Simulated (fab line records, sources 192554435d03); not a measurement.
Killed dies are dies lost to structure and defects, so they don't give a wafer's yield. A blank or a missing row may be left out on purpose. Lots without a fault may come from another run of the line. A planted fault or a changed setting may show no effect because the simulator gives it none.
Split-lot experiment | flow n5_finfet | 7 lots, 21 wafers read, on a route of 1938 steps

THE SPLIT
At N5_BEOL_M11_PECVD_70 (deposits SiO2 from TEOS/O2, target thk 20 nm, time 22.7 s), the setting temp_c was moved away from the recipe's 400 C on 7 of the 21 wafers read, by -2.3% to +3.1%. The other wafers ran this setting at the recipe's value.

FROM THE SPLIT TO THE READING: what the file shows between them, 8 steps
- N5_BEOL_M11_HM_DEP_02: deposits TiN, target thk 20 nm (also split here: target_thk_a)
- N5_BEOL_M11_COAT_59: time 60 s, resist thk 100 nm
- N5_BEOL_M11_COAT_60: time 60 s, resist thk 30 nm
- N5_BEOL_M11_STRIP_68: strips in N2/H2
- N5_BEOL_M11_STRIP_67: strips in CF4
- N5_BEOL_M11_HM_OPEN_17: chemistry Cl2/BCl3, target TiN, target depth 20 nm, overetch 6 nm
- N5_BEOL_M11_STRIP_19: strips in O2
- N5_BEOL_M11_STRIP_77: strips in N2/H2, time 10 s

THE READING
SiO2_of_BEOL_M11_PECVD_70.thk_nm (the simulator's own value, which no gauge read), in nm, at N5_BEOL_M11_HM_STRIP_39 (strips TiN in peroxide tin strip, target depth 25 nm, time 158 s). The file gives no usual value for it. The 14 wafers here that ran the recipe average 19.8 nm, standard deviation 0.28 nm.

wafer  | tool, chamber at the split | temp_c as run, C | against the recipe | SiO2_of_BEOL_M11_PECVD_70.thk_nm, nm | against lot-mates on the recipe
L081.1 | pecvd-02, 1                | 407.6            | +1.9%              | 18.4                                 | -1.6
L081.2 | pecvd-02, 2                | 407.6            | +1.9%              | 18.2                                 | -1.8
L081.6 | pecvd-02, 1                | 400              | recipe             | 20                                   | -
L083.1 | pecvd-04, 0                | 405.3            | +1.3%              | 19                                   | -0.5
L083.2 | pecvd-04, 1                | 400              | recipe             | 19.2                                 | -
L083.4 | pecvd-04, 1                | 400              | recipe             | 19.8                                 | -
L088.1 | pecvd-02, 0                | 400              | recipe             | 19.8                                 | -
L088.5 | pecvd-02, 2                | 400              | recipe             | 19.8                                 | -
L088.6 | pecvd-02, 1                | 390.7            | -2.3%              | 21.4                                 | +1.6
L090.2 | pecvd-02, 0,2              | 412.5            | +3.1%              | 18.4                                 | -2.0
L090.3 | pecvd-02, 0,2              | 412.5            | +3.1%              | 18.2                                 | -2.2
L090.4 | pecvd-02, 2                | 400              | recipe             | 20.4                                 | -
L091.2 | pecvd-02, 1                | 400              | recipe             | 19.4                                 | -
L091.3 | pecvd-02, 2                | 400              | recipe             | 19.6                                 | -
L091.5 | pecvd-02, 1                | 400              | recipe             | 19.8                                 | -
L093.2 | pecvd-04, 2                | 394.7            | -1.3%              | 20                                   | +0.1
L093.3 | pecvd-04, 1                | 400              | recipe             | 19.8                                 | -
L093.4 | pecvd-04, 1                | 400              | recipe             | 20                                   | -
L092.3 | pecvd-01, 2                | 400              | recipe             | 19.6                                 | -
L092.4 | pecvd-01, 0,2              | 400              | recipe             | 20                                   | -
L092.6 | pecvd-01, 0,2              | 400              | recipe             | 20                                   | -
Where a row lists several chambers, the file gives one row for several wafers and doesn't say which wafer went through which chamber.

THE FIT
A straight line over all 21 wafers: SiO2_of_BEOL_M11_PECVD_70.thk_nm changes by -0.557 nm for each +1% of temp_c; r = -0.91; the points scatter about the line by 0.33 nm.
The same after taking each lot's own level away (the mean of its wafers on the recipe; 21 wafers): -0.662 nm for each +1%; r = -0.95; scatter 0.28 nm.
On that fit, the largest move of temp_c shifts the reading by 2.1 nm.
The lots' own levels span 19.50 to 20.40 nm, that is 3.2 times the standard deviation above.
So the lot-to-lot level changes the slope: the two fits differ.
Check: with one of the wafers moved furthest among these (+3.1%) left out of the fit, the line predicts -2.18 nm for it against its lot-mates. It came out at -2 nm against them.

OTHER SPLITS ON THESE WAFERS
These wafers also went through other splits before the reading. Each is held against what the fit with the lots' levels taken away leaves over:
other split on the same wafers     | wafers away from the commonest value | r with SiO2_of_BEOL_M11_PECVD_70.thk_nm (lot level and that fit taken away)
N5_BEOL_M9_COAT_22 spin_rpm        | 9                                    | +0.23
N5_BEOL_M10_TRENCH_ETCH_37 time_s  | 7                                    | -0.28
N5_BEOL_M10_ETCH_41 source_w       | 6                                    | -0.12
N5_BEOL_M11_HM_DEP_02 target_thk_a | 6                                    | -0.03

THE WHOLE CHAIN: every reading that the file lists as answering this split, in the file's order
step                    | what it does                                                     | reading                                                                           | change (the file's fit)               | r (the file's)
N5_BEOL_M11_PECVD_70    | deposits SiO2 from TEOS/O2, target thk 20 nm, time 22.7 s        | SiO2_of_BEOL_M11_PECVD_70.thk_nm (the simulator's own value, which no gauge read) | -0.657 nm for each +1% of the setting | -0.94
N5_BEOL_M11_HM_STRIP_39 | strips TiN in peroxide tin strip, target depth 25 nm, time 158 s | SiO2_of_BEOL_M11_PECVD_70.thk_nm (the simulator's own value, which no gauge read) | -0.642 nm for each +1% of the setting | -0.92

THE FILE'S OWN FIT
SiO2_of_BEOL_M11_PECVD_70.thk_nm changes by -0.642 nm for each +1% of temp_c, r = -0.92.
